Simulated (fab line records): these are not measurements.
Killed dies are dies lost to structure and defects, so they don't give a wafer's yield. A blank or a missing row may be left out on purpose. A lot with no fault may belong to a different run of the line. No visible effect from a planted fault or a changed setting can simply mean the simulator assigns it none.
Chamber matching || flow n5-finfet || N5_BEOL_M8_ETCH_62 on rie-diel-01: 4 sister chambers
The step etches SOC in N2/H2, target depth 110 nm, overetch 22 nm, time 165 s. 18 wafers are shown with their chamber, then 9 later ones without.

WAFERS, EACH WITH ITS CHAMBER
{"wafer": "L077.3", "chamber": 1, "drypump-motor-current-A (A)": 5.3, "showerhead-plenum-p-Torr (Torr)": 2.49, "throttle-valve-pct (%)": 18.17}
{"wafer": "L077.5", "chamber": 2, "drypump-motor-current-A (A)": 5.6, "showerhead-plenum-p-Torr (Torr)": 2.46, "throttle-valve-pct (%)": 17.49}
{"wafer": "L077.6", "chamber": 0, "drypump-motor-current-A (A)": 5.2, "showerhead-plenum-p-Torr (Torr)": 2.67, "throttle-valve-pct (%)": 17.79}
{"wafer": "L076.4", "chamber": 2, "drypump-motor-current-A (A)": 5.6, "showerhead-plenum-p-Torr (Torr)": 2.46, "throttle-valve-pct (%)": 17.51}
{"wafer": "L076.5", "chamber": 0, "drypump-motor-current-A (A)": 5.2, "showerhead-plenum-p-Torr (Torr)": 2.67, "throttle-valve-pct (%)": 17.82}
{"wafer": "L076.6", "chamber": 3, "drypump-motor-current-A (A)": 6.1, "showerhead-plenum-p-Torr (Torr)": 2.51, "throttle-valve-pct (%)": 17.66}
{"wafer": "L082.1", "chamber": 0, "drypump-motor-current-A (A)": 5.2, "showerhead-plenum-p-Torr (Torr)": 2.67, "throttle-valve-pct (%)": 17.83}
{"wafer": "L082.3", "chamber": 2, "drypump-motor-current-A (A)": 5.6, "showerhead-plenum-p-Torr (Torr)": 2.45, "throttle-valve-pct (%)": 17.53}
{"wafer": "L082.4", "chamber": 3, "drypump-motor-current-A (A)": 6.1, "showerhead-plenum-p-Torr (Torr)": 2.51, "throttle-valve-pct (%)": 17.68}
{"wafer": "L085.2", "chamber": 0, "drypump-motor-current-A (A)": 5.2, "showerhead-plenum-p-Torr (Torr)": 2.66, "throttle-valve-pct (%)": 17.84}
{"wafer": "L085.4", "chamber": 3, "drypump-motor-current-A (A)": 6.1, "showerhead-plenum-p-Torr (Torr)": 2.50, "throttle-valve-pct (%)": 17.68}
{"wafer": "L085.6", "chamber": 2, "drypump-motor-current-A (A)": 5.6, "showerhead-plenum-p-Torr (Torr)": 2.45, "throttle-valve-pct (%)": 17.54}
{"wafer": "L090.2", "chamber": 0, "drypump-motor-current-A (A)": 5.2, "showerhead-plenum-p-Torr (Torr)": 2.66, "throttle-valve-pct (%)": 17.83}
{"wafer": "L090.3", "chamber": 3, "drypump-motor-current-A (A)": 6.2, "showerhead-plenum-p-Torr (Torr)": 2.50, "throttle-valve-pct (%)": 17.67}
{"wafer": "L090.5", "chamber": 3, "drypump-motor-current-A (A)": 6.1, "showerhead-plenum-p-Torr (Torr)": 2.50, "throttle-valve-pct (%)": 17.69}
{"wafer": "L091.3", "chamber": 2, "drypump-motor-current-A (A)": 5.6, "showerhead-plenum-p-Torr (Torr)": 2.44, "throttle-valve-pct (%)": 17.58}
{"wafer": "L091.4", "chamber": 3, "drypump-motor-current-A (A)": 6.1, "showerhead-plenum-p-Torr (Torr)": 2.50, "throttle-valve-pct (%)": 17.70}
{"wafer": "L091.6", "chamber": 3, "drypump-motor-current-A (A)": 6.2, "showerhead-plenum-p-Torr (Torr)": 2.50, "throttle-valve-pct (%)": 17.71}

SIGNATURES, as means of the wafers listed above
{"reading": "drypump-motor-current-A", "chamber 0": 5.200, "chamber 1": 5.300, "chamber 2": 5.600, "chamber 3": 6.129, "scatter within a chamber": 0.0319}
{"reading": "showerhead-plenum-p-Torr", "chamber 0": 2.6660, "chamber 1": 2.4900, "chamber 2": 2.4520, "chamber 3": 2.5029, "scatter within a chamber": 0.00623}
{"reading": "throttle-valve-pct", "chamber 0": 17.8220, "chamber 1": 18.1700, "chamber 2": 17.5300, "chamber 3": 17.6843, "scatter within a chamber": 0.0237}
Rule: for each reading, subtract the chamber's mean from the wafer's reading, divide by that reading's scatter and square the result; add these up over the readings and take the root, which gives the wafer's distance from the chamber. The wafer belongs to the nearest chamber; if the next one is less than 2 further off, it can't be placed. The scatter: the root of (the sum of the squares of (reading less its chamber's mean) over the shown wafers, divided by (wafers less chambers)).

WAFERS WHOSE CHAMBER IS MISSING
{"wafer": "L092.2", "drypump-motor-current-A (A)": 5.2, "showerhead-plenum-p-Torr (Torr)": 2.66, "throttle-valve-pct (%)": 17.89}
{"wafer": "L092.3", "drypump-motor-current-A (A)": 5.3, "showerhead-plenum-p-Torr (Torr)": 2.48, "throttle-valve-pct (%)": 17.77}
{"wafer": "L092.5", "drypump-motor-current-A (A)": 5.6, "showerhead-plenum-p-Torr (Torr)": 2.44, "throttle-valve-pct (%)": 17.58}
{"wafer": "L093.2", "drypump-motor-current-A (A)": 6.1, "showerhead-plenum-p-Torr (Torr)": 2.50, "throttle-valve-pct (%)": 17.72}
{"wafer": "L093.5", "drypump-motor-current-A (A)": 6.1, "showerhead-plenum-p-Torr (Torr)": 2.50, "throttle-valve-pct (%)": 17.71}
{"wafer": "L093.6", "drypump-motor-current-A (A)": 5.2, "showerhead-plenum-p-Torr (Torr)": 2.66, "throttle-valve-pct (%)": 17.88}
{"wafer": "L094.2", "drypump-motor-current-A (A)": 6.2, "showerhead-plenum-p-Torr (Torr)": 2.50, "throttle-valve-pct (%)": 17.72}
{"wafer": "L094.4", "drypump-motor-current-A (A)": 5.2, "showerhead-plenum-p-Torr (Torr)": 2.65, "throttle-valve-pct (%)": 17.88}
{"wafer": "L094.5", "drypump-motor-current-A (A)": 6.2, "showerhead-plenum-p-Torr (Torr)": 2.50, "throttle-valve-pct (%)": 17.72}

WHICH CHAMBER EACH ONE RAN IN
{"wafer": "L092.2", "from the rows above": 0, "in truth": 0}
{"wafer": "L092.3", "from the rows above": 2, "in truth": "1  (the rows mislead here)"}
{"wafer": "L092.5", "from the rows above": 2, "in truth": 2}
{"wafer": "L093.2", "from the rows above": 3, "in truth": 3}
{"wafer": "L093.5", "from the rows above": 3, "in truth": 3}
{"wafer": "L093.6", "from the rows above": 0, "in truth": 0}
{"wafer": "L094.2", "from the rows above": 3, "in truth": 3}
{"wafer": "L094.4", "from the rows above": 0, "in truth": 0}
{"wafer": "L094.5", "from the rows above": 3, "in truth": 3}
Correct placement for 8 of the 9. Can't be placed from these rows: 0. Placed wrongly: 1.
